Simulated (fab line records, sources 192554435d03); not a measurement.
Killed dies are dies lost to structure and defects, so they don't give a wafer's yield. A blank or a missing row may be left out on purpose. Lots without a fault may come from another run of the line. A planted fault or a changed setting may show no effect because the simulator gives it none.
Chamber matching | flow n5_finfet | N5_SPACER0_ALD_07 on ald_sin-04: 4 sister chambers
The step deposits SiNx, target thk 2 nm. 4 wafers are shown with their chamber, then 10 later ones without.

WAFERS WITH THEIR CHAMBER
wafer  | chamber | heater_power_w (W)
L079.4 | 1       | 1027
L090.6 | 3       | 890
L091.1 | 0       | 785
L091.3 | 2       | 761

WAFERS WITHOUT THEIR CHAMBER
wafer  | heater_power_w (W)
L091.6 | 766
L095.4 | 755
L095.5 | 891
L095.6 | 767
L096.1 | 1027
L096.3 | 890
L096.5 | 756
L097.2 | 802
L097.4 | 906
L097.5 | 1006

WHICH CHAMBER EACH WENT THROUGH
wafer  | from the rows above     | in truth
L091.6 | can't be placed: 2 or 0 | 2
L095.4 | 2                       | 2
L095.5 | 3                       | 3
L095.6 | can't be placed: 2 or 0 | 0
L096.1 | 1                       | 1
L096.3 | 3                       | 3
L096.5 | 2                       | 2
L097.2 | 0                       | 0
L097.4 | 3                       | 3
L097.5 | 1                       | 1
Placed correctly: 8 of 10. Can't be placed from these rows: 2 (the true chamber is among the candidates in 2). Placed wrongly: 0.
How it was worked out, from the rows above alone: a wafer's distance from a chamber is the root of the sum, over the readings, of the square of ((its reading less the chamber's mean) divided by the reading's scatter). The wafer belongs to the nearest chamber; if the next one is less than 2 further off, it can't be placed. A chamber's mean is the mean of its shown wafers. The scatter: with one shown wafer a chamber, the root of the mean of the squares of how far each hidden wafer lies from its nearest shown one.
